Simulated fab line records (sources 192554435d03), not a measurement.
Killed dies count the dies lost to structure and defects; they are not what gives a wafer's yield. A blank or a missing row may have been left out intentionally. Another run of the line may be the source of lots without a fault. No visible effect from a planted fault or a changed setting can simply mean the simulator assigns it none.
Matching of chambers    flow n5_finfet    N5_MOL_CONTACT_COAG_ALD_131 on ald_sin-01 has 4 sister chambers
The step deposits SiO2, target thk 5 nm, pulse time 1 s, co reactant pulse time 1 s. 4 wafers are shown with their chamber, then 11 later ones without.

## WAFERS PAIRED WITH THEIR CHAMBERS
wafer   chamber  heater_power_w (W)
L080.5  3        76
L082.5  0        67
L082.6  1        77
L084.1  2        72

## WAFERS MISSING THEIR CHAMBER
wafer   heater_power_w (W)
L084.3  77
L084.5  77
L087.2  66
L087.4  76
L087.5  76
L088.2  66
L088.3  78
L088.6  78
L092.2  66
L092.4  75
L092.5  75

## THE CHAMBER EACH PASSED THROUGH
wafer   from the rows above      in truth
L084.3  can't be placed: 1 or 3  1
L084.5  can't be placed: 1 or 3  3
L087.2  0                        0
L087.4  can't be placed: 3 or 1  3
L087.5  can't be placed: 3 or 1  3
L088.2  0                        0
L088.3  can't be placed: 1 or 3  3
L088.6  can't be placed: 1 or 3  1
L092.2  0                        0
L092.4  can't be placed: 3 or 1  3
L092.5  can't be placed: 3 or 1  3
Placed correctly: 3 of 11. Can't be placed from these rows: 8 (the true chamber is among the candidates in 8). Placed wrongly: 0.
How it was worked out, from the rows above alone: a wafer's distance from a chamber is the root of the sum, over the readings, of the square of ((its reading less the chamber's mean) divided by the reading's scatter). If the next closest chamber is less than 2 further off than the closest, the wafer can't be placed; otherwise it belongs to the closest. Each chamber's mean is taken over the wafers shown for it. The scatter: root of mean squared gap, hidden wafer to nearest shown wafer, with one shown wafer a chamber.
